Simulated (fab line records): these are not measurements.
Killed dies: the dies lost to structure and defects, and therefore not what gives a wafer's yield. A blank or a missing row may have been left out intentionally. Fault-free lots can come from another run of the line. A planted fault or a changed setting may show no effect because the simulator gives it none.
Chamber matching	flow nand harc	ald metal-01 running NHARC_A_WL_FILL_ALD_02: 4 sister chambers
The step deposits TiN, target thk 2 nm, pulse time 3 s, ald cycles 100. 20 wafers are shown with their chamber, then 10 later ones without.

== EACH WAFER AND ITS CHAMBER ==
wafer	chamber	heater power w (W)	precursor pulse height rel
L074.1	2	1105	1.024
L074.3	0	1042	0.990
L074.6	2	1119	1.030
L079.1	0	1040	0.982
L079.4	2	1147	0.999
L079.6	1	1243	0.989
L080.2	1	1244	0.999
L080.4	2	1105	1.006
L080.6	0	1036	0.982
L082.1	3	996	1.009
L082.2	2	1127	1.023
L082.4	2	1140	1.005
L085.3	3	1004	1.063
L085.4	0	1063	1.002
L085.5	2	1114	1.031
L088.1	3	1018	1.016
L088.3	2	1123	1.006
L088.5	0	1036	1.000
L092.1	3	1026	1.010
L092.5	0	1046	1.027

SIGNATURES, as means of the wafers listed above
reading	chamber 0	chamber 1	chamber 2	chamber 3	scatter within a chamber
heater power w	1043.83	1243.50	1122.50	1011.00	13
precursor pulse height rel	0.99717	0.99400	1.01550	1.02450	0.017
Rule: distance of a wafer from a chamber = root of the sum over the readings of ((wafer's reading minus chamber's mean) / reading's scatter) squared. The wafer belongs to the nearest chamber; if the next one is less than 2 further off, it can't be placed. The scatter: take each reading less its chamber's mean, square it, sum over the shown wafers, divide by the number of wafers less the number of chambers, and take the root.

== WAFERS WITH NO CHAMBER GIVEN ==
wafer	heater power w (W)	precursor pulse height rel
L092.6	1243	0.992
L094.3	1035	1.002
L094.4	1060	1.028
L094.6	1252	0.974
L096.2	1022	0.988
L096.4	1018	0.991
L096.5	1250	0.989
L097.1	1072	0.974
L097.3	1282	1.022
L097.6	1273	0.986

== THE CHAMBER EACH PASSED THROUGH ==
wafer	from the rows above	in truth
L092.6	1	1
L094.3	can't be placed: 0 or 3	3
L094.4	can't be placed: 0 or 3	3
L094.6	1	1
L096.2	can't be placed: 0 or 3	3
L096.4	can't be placed: 0 or 3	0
L096.5	1	1
L097.1	0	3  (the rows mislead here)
L097.3	1	1
L097.6	1	1
Correct placement for 5 of the 10. Not placeable from these rows: 4 (in 4, the candidates include the true chamber). Placed wrongly: 1.
